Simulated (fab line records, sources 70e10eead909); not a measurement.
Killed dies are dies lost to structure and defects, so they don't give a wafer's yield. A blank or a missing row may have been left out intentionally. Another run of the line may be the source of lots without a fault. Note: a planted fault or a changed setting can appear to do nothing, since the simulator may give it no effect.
Chamber matching | flow nandHarc | pecvd-04 running NHARC_P_M2_DEP_33: 3 sister chambers
The step deposits SiCN, target thk 30 nm. 6 wafers are shown with their chamber, then 7 later ones without.

EACH WAFER AND ITS CHAMBER
wafer  | chamber | showerheadVppV (V) | heaterPowerW (W)
L898.6 | 1       | 1340               | 494
L899.3 | 0       | 1249               | 574
L899.4 | 1       | 1342               | 419
L899.5 | 2       | 1361               | 532
L902.3 | 2       | 1376               | 491
L902.4 | 0       | 1240               | 593

WAFERS WITHOUT THEIR CHAMBER
wafer  | showerheadVppV (V) | heaterPowerW (W)
L902.6 | 1385               | 487
L914.2 | 1356               | 556
L914.4 | 1244               | 611
L914.5 | 1330               | 555
L913.1 | 1316               | 567
L913.2 | 1379               | 522
L913.4 | 1339               | 573

CHAMBER TAKEN BY EACH
wafer  | from the rows above     | in truth
L902.6 | 2                       | 2
L914.2 | can't be placed: 2 or 1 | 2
L914.4 | 0                       | 0
L914.5 | 1                       | 1
L913.1 | 1                       | 1
L913.2 | 2                       | 2
L913.4 | can't be placed: 1 or 2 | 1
Placed correctly: 5 of 7. From these rows, 2 cannot be placed; in 2 the true chamber is one of the candidates. 0 placed wrongly.
How it was worked out, from the rows above alone: a wafer's distance from a chamber is the root of the sum, over the readings, of the square of ((its reading less the chamber's mean) divided by the reading's scatter). If the next closest chamber is less than 2 further off than the closest, the wafer can't be placed; otherwise it belongs to the closest. The mean given for a chamber averages the wafers shown for that chamber. The scatter is the square root of a quotient: the sum, over the shown wafers, of each reading's squared deviation from its chamber's mean, divided by wafers minus chambers.
